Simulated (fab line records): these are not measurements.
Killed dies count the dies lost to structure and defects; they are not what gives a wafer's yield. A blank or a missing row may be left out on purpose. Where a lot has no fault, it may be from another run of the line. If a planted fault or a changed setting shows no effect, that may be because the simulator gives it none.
Split-lot trial ; flow n5-finfet ; 39 wafers read across 7 lots, on a route 1938 steps long

== SPLIT DETAILS ==
At N5_BEOL_M14_TRENCH_ETCH_34 (etches SiO2 in C4F8/O2/Ar, target depth 556.65 nm, time 126.9 s), the setting time-s was moved away from the recipe's 126.9 s on 18 of the 39 wafers read, by -51.8% to +49.2%. This setting was run at the recipe's value on the other wafers.

== FROM THE SPLIT TO THE READING: what the file shows between them, 7 steps ==
- N5_BEOL_M14_STRIP_70: strips in C4F8/O2/Ar
- N5_BEOL_M14_OCD_MEAS_35
- N5_BEOL_M14_STRIP_37: strips in O2
- N5_BEOL_M14_ETCH_38: etches SiCN in CF4/N2, target depth 106.5 nm, time 120.6 s
- N5_BEOL_M14_ECD_47: material Cu, target thk 1248 nm
- N5_BEOL_M14_ANNEAL_48: time 90 s
- N5_BEOL_M14_CMP_49: polishes, stops on SiO2, t overpolish 5.2 s, target thk 560 nm

== THE READING ==
M14_THK, in nm, at N5_BEOL_M14_THK_MEAS_50 (measures by xrf). Typical for fault-free wafers on this fab line: 569 nm, with standard deviation 22 nm.

wafer;tool, chamber at the split;time-s as run, s;against the recipe;M14_THK, nm;against lot-mates on the recipe
L076.1;rie-diel-05, 1;161.4;+27.2%;675;+124
L076.2;rie-diel-05, 3;126.9;recipe;571;-
L076.3;rie-diel-05, 2;161.4;+27.2%;698;+147
L076.4;rie-diel-05, 0;126.9;recipe;549;-
L076.5;rie-diel-05, 1;126.9;recipe;534;-
L076.6;rie-diel-05, 2;161.4;+27.2%;701;+150
L083.1;rie-diel-04, 1;61.11;-51.8%;251;-345
L083.2;rie-diel-04, 3;126.9;recipe;595;-
L083.3;rie-diel-04, 0;126.9;recipe;599;-
L083.4;rie-diel-04, 0;61.11;-51.8%;287;-309
L083.5;rie-diel-04, 3;126.9;recipe;593;-
L083.6;rie-diel-04, 1;61.11;-51.8%;252;-344
L084.1;rie-diel-03, 1;156.5;+23.3%;690;+122
L084.2;rie-diel-03, 0;156.5;+23.3%;732;+164
L084.3;rie-diel-03, 3;156.5;+23.3%;684;+116
L084.4;rie-diel-03, 2;126.9;recipe;574;-
L084.5;rie-diel-03, 2;126.9;recipe;574;-
L084.6;rie-diel-03, 3;126.9;recipe;555;-
L085.2;rie-diel-03, 1;126.9;recipe;567;-
L085.4;rie-diel-03, 1;126.9;recipe;569;-
L085.5;rie-diel-03, 2;126.9;recipe;568;-
L088.1;rie-diel-05, 1;126.9;recipe;539;-
L088.2;rie-diel-05, 2;189.3;+49.2%;821;+269
L088.3;rie-diel-05, 0;189.3;+49.2%;809;+257
L088.4;rie-diel-05, 3;126.9;recipe;567;-
L088.5;rie-diel-05, 2;126.9;recipe;550;-
L088.6;rie-diel-05, 3;189.3;+49.2%;844;+292
L091.1;rie-diel-05, 3;100.6;-20.7%;456;-91
L091.2;rie-diel-05, 1;100.6;-20.7%;429;-118
L091.3;rie-diel-05, 2;100.6;-20.7%;439;-108
L091.4;rie-diel-05, 0;126.9;recipe;544;-
L091.5;rie-diel-05, 1;126.9;recipe;542;-
L091.6;rie-diel-05, 2;126.9;recipe;555;-
L097.1;rie-diel-05, 0;172;+35.5%;745;+189
L097.2;rie-diel-05, 3;172;+35.5%;780;+224
L097.3;rie-diel-05, 1;126.9;recipe;546;-
L097.4;rie-diel-05, 3;126.9;recipe;571;-
L097.5;rie-diel-05, 0;126.9;recipe;550;-
L097.6;rie-diel-05, 1;172;+35.5%;740;+184

THE FIT
A straight line over all 39 wafers: M14_THK changes by +5.53 nm for each +1% of time-s; r = +0.99; the points scatter about the line by 19 nm.
The same after taking each lot's own level away (the mean of its wafers on the recipe; 39 wafers): +5.83 nm for each +1%; r = +0.99; scatter 17 nm.
The reading moves by 3e+02 nm for the largest change in time-s, on that fit.
Across the lots, their own levels run from 547.0 to 595.7 nm, a range of 2.2 times the standard deviation given above.
So the lot-to-lot level changes the slope little: the two slopes agree.
Check: for one of the wafers moved furthest among these (-51.8%), held out of the fit, the line's prediction against its lot-mates is -299 nm. It came out at -345 nm against them.

== THE WHOLE CHAIN: every reading that the file lists as answering this split, in the file's order ==
step;what it does;reading;change (the file's fit);r (the file's)
N5_BEOL_M14_TRENCH_ETCH_34;etches SiO2 in C4F8/O2/Ar, target depth 556.65 nm, time 126.9 s;etch.depth-nm (the simulator's own value, which no gauge read);+5.84 nm for each +1% of the setting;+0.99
N5_BEOL_M14_OCD_MEAS_35;;trench-depth-nm;+5.84 nm for each +1% of the setting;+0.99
N5_BEOL_M14_CMP_49;polishes, stops on SiO2, t overpolish 5.2 s, target thk 560 nm;Cu_of_BEOL_M14_ECD_47.thk-nm (the simulator's own value, which no gauge read);+5.83 nm for each +1% of the setting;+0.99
N5_BEOL_M14_THK_MEAS_50;measures by xrf;M14_THK;+5.8 for each +1% of the setting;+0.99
N5_BEOL_M14_RS_MEAS_54;measures by four-point-probe;M14_RS;not straight: 0.0728 at the lowest setting, 0.0329 at the recipe, 0.0222 at the highest;not given

== FILE'S OWN FIT ==
M14_THK changes by +5.8 nm for each +1% of time-s, r = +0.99.
